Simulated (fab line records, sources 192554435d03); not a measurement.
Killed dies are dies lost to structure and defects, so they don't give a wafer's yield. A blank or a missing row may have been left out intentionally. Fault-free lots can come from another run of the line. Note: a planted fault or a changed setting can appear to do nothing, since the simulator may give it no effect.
Which tool did it? / flow n5 finfet / 13 lots, 37 wafers sampled, at 5 steps of a route of 1938

== WHAT EACH GAUGE READ, for each wafer ==
N5_ILD0_THK_MEAS_08.
lot=L263; measured=day 3 19:06; on=film metro-01; thk nm (nm)=139.9 139.7 140.4
lot=L264; measured=day 4 05:13; on=film metro-02; thk nm (nm)=140.7 141.9 140.0
lot=L265; measured=day 4 06:12; on=film metro-01; thk nm (nm)=137.8 139.9 139.6
lot=L266; measured=day 4 14:19; on=film metro-01; thk nm (nm)=138.9 141.2 140.4
lot=L267; measured=day 4 18:38; on=film metro-01; thk nm (nm)=137.6 142.8
lot=L268; measured=day 4 23:50; on=film metro-01; thk nm (nm)=139.7 137.8 139.6
lot=L269; measured=day 5 08:19; on=film metro-01; thk nm (nm)=137.6 140.5 139.6
lot=L272; measured=day 6 04:39; on=film metro-01; thk nm (nm)=140.7 139.8 139.3
lot=L273; measured=day 6 06:31; on=film metro-01; thk nm (nm)=141.3 138.9
lot=L275; measured=day 6 21:14; on=film metro-02; thk nm (nm)=140.0 136.4 139.7
lot=L278; measured=day 7 13:26; on=film metro-01; thk nm (nm)=140.2 140.2 137.2
lot=L284; measured=day 9 04:16; on=film metro-01; thk nm (nm)=138.2 139.8 141.9
lot=L285; measured=day 9 07:08; on=film metro-01; thk nm (nm)=140.6 142.8 141.9

N5_SDB_THK_MEAS_31.
lot=L263; measured=day 4 02:37; on=film metro-01; SDB_THK (nm)=63.6 66.4 66.7
lot=L264; measured=day 4 12:55; on=film metro-01; SDB_THK (nm)=63.9 64.7 63.4
lot=L265; measured=day 4 13:53; on=film metro-01; SDB_THK (nm)=64.3 64.9 66.1
lot=L266; measured=day 4 22:59; on=film metro-01; SDB_THK (nm)=62.1 65.0 61.4
lot=L267; measured=day 5 02:16; on=film metro-01; SDB_THK (nm)=65.2 65.0
lot=L268; measured=day 5 07:58; on=film metro-01; SDB_THK (nm)=65.9 63.9 65.4
lot=L269; measured=day 5 15:58; on=film metro-01; SDB_THK (nm)=63.4 66.5 62.6
lot=L272; measured=day 6 13:18; on=film metro-01; SDB_THK (nm)=63.5 66.1 63.3
lot=L273; measured=day 6 15:13; on=film metro-01; SDB_THK (nm)=63.0 65.1
lot=L275; measured=day 7 05:30; on=film metro-01; SDB_THK (nm)=64.1 63.9 63.1
lot=L278; measured=day 7 21:06; on=film metro-01; SDB_THK (nm)=64.2 64.3 61.8
lot=L284; measured=day 9 12:02; on=film metro-01; SDB_THK (nm)=65.2 64.9 62.3
lot=L285; measured=day 9 14:48; on=film metro-01; SDB_THK (nm)=64.1 64.8 67.2

N5_HKMG_FIN_INSPECT_61: inspects for defects (macro).
lot=L263; measured=day 4 04:07; on=defect inspect-01; raw defect count=0 2 4
lot=L264; measured=day 4 14:25; on=defect inspect-02; raw defect count=1 3 2
lot=L265; measured=day 4 15:22; on=defect inspect-02; raw defect count=2 0 2
lot=L266; measured=day 5 00:36; on=defect inspect-02; raw defect count=3 1 2
lot=L267; measured=day 5 03:53; on=defect inspect-01; raw defect count=2 1
lot=L268; measured=day 5 09:39; on=defect inspect-01; raw defect count=3 2 3
lot=L269; measured=day 5 17:43; on=defect inspect-01; raw defect count=2 2 2
lot=L272; measured=day 6 15:10; on=defect inspect-02; raw defect count=1 3 3
lot=L273; measured=day 6 16:50; on=defect inspect-01; raw defect count=0 2
lot=L275; measured=day 7 07:07; on=defect inspect-01; raw defect count=0 0 4
lot=L278; measured=day 7 22:50; on=defect inspect-02; raw defect count=0 3 0
lot=L284; measured=day 9 13:56; on=defect inspect-02; raw defect count=1 5 2
lot=L285; measured=day 9 16:37; on=defect inspect-02; raw defect count=3 1 2

N5_HKMG_FIN_THK_MEAS_70: measures by xrf.
lot=L263; measured=day 4 06:50; on=film metro-02; HK_THK (nm)=1.611 1.584 1.547
lot=L264; measured=day 4 16:57; on=film metro-01; HK_THK (nm)=1.614 1.603 1.611
lot=L265; measured=day 4 17:49; on=film metro-01; HK_THK (nm)=1.585 1.606 1.575
lot=L266; measured=day 5 03:07; on=film metro-01; HK_THK (nm)=1.603 1.604 1.602
lot=L267; measured=day 5 06:32; on=film metro-01; HK_THK (nm)=1.628 1.592
lot=L268; measured=day 5 12:46; on=film metro-01; HK_THK (nm)=1.623 1.611 1.618
lot=L269; measured=day 5 20:23; on=film metro-01; HK_THK (nm)=1.623 1.611 1.615
lot=L272; measured=day 6 17:36; on=film metro-02; HK_THK (nm)=0.927 0.917 0.912
lot=L273; measured=day 6 19:26; on=film metro-02; HK_THK (nm)=1.615 1.614
lot=L275; measured=day 7 09:56; on=film metro-01; HK_THK (nm)=0.917 0.911 0.896
lot=L278; measured=day 8 01:19; on=film metro-01; HK_THK (nm)=1.609 1.577 1.610
lot=L284; measured=day 9 16:29; on=film metro-01; HK_THK (nm)=1.608 1.624 1.609
lot=L285; measured=day 9 19:04; on=film metro-01; HK_THK (nm)=1.610 1.608 1.610

== EACH LOT AND THE TOOL THAT RAN IT (in order: tool; ch and the chambers of the sampled wafers; start) ==
lot=L263; N5_HKMG_FIN_HK_ALD_01=ald hk-03 ch 0,2,3, day 4 03:15
lot=L264; N5_HKMG_FIN_HK_ALD_01=ald hk-03 ch 2,3, day 4 13:32
lot=L265; N5_HKMG_FIN_HK_ALD_01=ald hk-02 ch 1,2,3, day 4 14:30
lot=L266; N5_HKMG_FIN_HK_ALD_01=ald hk-01 ch 0,1,3, day 4 23:36
lot=L267; N5_HKMG_FIN_HK_ALD_01=ald hk-01 ch 0,1, day 5 02:53
lot=L268; N5_HKMG_FIN_HK_ALD_01=ald hk-03 ch 1,2,3, day 5 08:39
lot=L269; N5_HKMG_FIN_HK_ALD_01=ald hk-01 ch 1,2,3, day 5 16:34
lot=L272; N5_HKMG_FIN_HK_ALD_01=ald hk-03 ch 0,1,3, day 6 13:56
lot=L273; N5_HKMG_FIN_HK_ALD_01=ald hk-01 ch 2,3, day 6 15:50
lot=L275; N5_HKMG_FIN_HK_ALD_01=ald hk-03 ch 2,3, day 7 06:07
lot=L278; N5_HKMG_FIN_HK_ALD_01=ald hk-02 ch 0,1,3, day 7 21:50
lot=L284; N5_HKMG_FIN_HK_ALD_01=ald hk-03 ch 2,3, day 9 12:49
lot=L285; N5_HKMG_FIN_HK_ALD_01=ald hk-03 ch 0,3, day 9 15:32
- N5_HKMG_FIN_HK_ALD_01: deposits HfO2, target thk 1.6 nm, pulse time 3 s, purge time 3 s.

== AS READ BY THE TOOLS THEMSELVES (means over the sampled wafers that have a number; for cases with no such wafer, the mark the record gives instead) ==
N5_HKMG_FIN_HK_ALD_01.
lot=L263; tool=ald hk-03; precursor pulse height rel=1.021
lot=L264; tool=ald hk-03; precursor pulse height rel=1.006
lot=L265; tool=ald hk-02; precursor pulse height rel=0.999
lot=L266; tool=ald hk-01; precursor pulse height rel=1.011
lot=L267; tool=ald hk-01; precursor pulse height rel=0.991
lot=L268; tool=ald hk-03; precursor pulse height rel=1.004
lot=L269; tool=ald hk-01; precursor pulse height rel=1.003
lot=L272; tool=ald hk-03; precursor pulse height rel=1.015
lot=L273; tool=ald hk-01; precursor pulse height rel=0.999
lot=L275; tool=ald hk-03; precursor pulse height rel=1.004
lot=L278; tool=ald hk-02; precursor pulse height rel=0.995
lot=L284; tool=ald hk-03; precursor pulse height rel=1.005
lot=L285; tool=ald hk-03; precursor pulse height rel=0.981

== THE ANSWER, worked out from the rows above alone ==
Rule: what is usual is taken from the lots themselves. Put in order of their means at a reading, lots are off if they are a third of the lots or fewer, leave a main group of 4 or more, and stand apart from it by a gap of 3 or more times the standard deviation of the main group's means; of several such gaps the widest counts. If all means in a main group match to the digits the tables above print for the reading, that group is not used. A lot without any number at a reading at which 4 lots or more have one is off too. All remaining lots with rows at the step are treated as sound. First the gauges in route order, then the tools' own readings, where a lot's mean is used as printed above. The first step at which some lot is off is used, and at that step the reading that is off furthest; a lot without a number counts as furthest.
Off: L272, L275, seen at N5_HKMG_FIN_THK_MEAS_70 (HK_THK). Main group: mean 1.606 nm, sd 0.011.
If a tool, at a process step before that reading, ran all the lots that are off and no sound lot after the first of them, it fits. Gauges at N5_HKMG_FIN_THK_MEAS_70: tried the same way as those tools. None of those tried fits.

== WHAT THE SIMULATOR PUT IN ==
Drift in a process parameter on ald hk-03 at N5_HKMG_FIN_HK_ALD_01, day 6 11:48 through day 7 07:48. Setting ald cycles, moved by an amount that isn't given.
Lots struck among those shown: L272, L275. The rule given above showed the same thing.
